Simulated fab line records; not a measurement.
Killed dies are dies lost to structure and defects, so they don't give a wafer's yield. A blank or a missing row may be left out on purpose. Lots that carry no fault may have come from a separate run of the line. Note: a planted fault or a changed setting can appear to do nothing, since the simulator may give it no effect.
Which tool is to blame? ; flow nandHarc ; 36 wafers from 12 lots sampled at 3 of the route's 1159 steps

== WHAT EACH GAUGE READ, for each wafer ==
NHARC_A_M1_CD_MEAS_09: target cd 120 nm.
lot;measured;on;cdNm (nm)
L076;day 17 20:22;cdSem-01;119.7 120.9 120.1
L077;day 17 23:36;cdSem-01;119.8 120.3 120.2
L078;day 18 17:01;cdSem-02;120.7 119.9 120.5
L081;day 19 08:34;cdSem-02;118.9 118.8 119.4
L084;day 20 03:45;cdSem-03;120.8 120.9 120.7
L088;day 20 08:23;cdSem-01;119.5 120.3 118.8
L086;day 20 11:32;cdSem-01;119.7 118.9 118.5
L085;day 20 22:26;cdSem-01;121.3 120.9 120.6
L090;day 21 20:55;cdSem-02;119.3 119.9 119.0
L092;day 22 08:04;cdSem-01;119.0 118.8 119.1
L097;day 23 06:35;cdSem-02;120.8 120.3 120.9
L096;day 24 07:37;cdSem-01;120.1 119.8 120.2

== WHAT TOOL EACH LOT RAN ON (gives the tool, then ch and the chambers of the sampled wafers, and finally the start) ==
lot;NHARC_A_CONTACT_STRIP_26;NHARC_A_BLC_ETCH_16
L076;rieDiel-04 ch 2,3, day 17 11:51 or earlier;rieDiel-12 ch 0,3, day 17 11:51
L077;rieDiel-08 ch 0,2, day 17 15:22 or earlier;rieDiel-12 ch 1,3, day 17 15:22
L078;rieDiel-08 ch 0,1,3, day 18 03:53 or earlier;rieDiel-03 ch 0,1,2, day 18 03:53
L081;rieDiel-08 ch 1,2,3, day 18 23:08 or earlier;rieDiel-12 ch 0,1,3, day 18 23:08
L084;rieDiel-08 ch 0,1,2, day 19 16:41 or earlier;rieDiel-03 ch 0,1,2, day 19 16:41
L088;rieDiel-08 ch 0,1,2, day 20 00:30 or earlier;rieDiel-03 ch 1,2,3, day 20 00:30
L086;rieDiel-08 ch 0,2,3, day 20 03:40 or earlier;rieDiel-03 ch 1,2,3, day 20 03:40
L085;rieDiel-08 ch 1,2,3, day 20 14:28 or earlier;rieDiel-12 ch 0,1,2, day 20 14:28
L090;rieDiel-04 ch 2,3, day 21 13:04 or earlier;rieDiel-12 ch 0,3, day 21 13:04
L092;rieDiel-04 ch 1,2,3, day 21 21:43 or earlier;rieDiel-03 ch 0,1,2, day 21 21:43
L097;rieDiel-08 ch 0,1,3, day 22 20:11 or earlier;rieDiel-03 ch 0,1, day 22 20:11
L096;rieDiel-08 ch 0,3, day 23 19:49 or earlier;rieDiel-12 ch 0,2,3, day 23 19:49
- NHARC_A_CONTACT_STRIP_26: strips in O2.
- NHARC_A_BLC_ETCH_16: etches the open film in CF4, target depth 39 nm, time 65 s.

== THE ANSWER, worked out from the rows above alone ==
Rule: the usual values come from the lots themselves. The widest of any qualifying gaps counts: lots, ordered by their means at a reading, are off when they make up no more than a third of the lots, leave a main group of 4 or more, and stand apart from it by 3 or more times the standard deviation of that group's means. Not used: any main group whose means are identical at the precision the tables above print for the reading. A lot without any number at a reading at which 4 lots or more have one is off too. Where the step has rows for the other lots, those lots are counted as sound.
Across all readings shown, no lot is off: no conclusion can be drawn from this.

== WHAT THE SIMULATOR PUT IN ==
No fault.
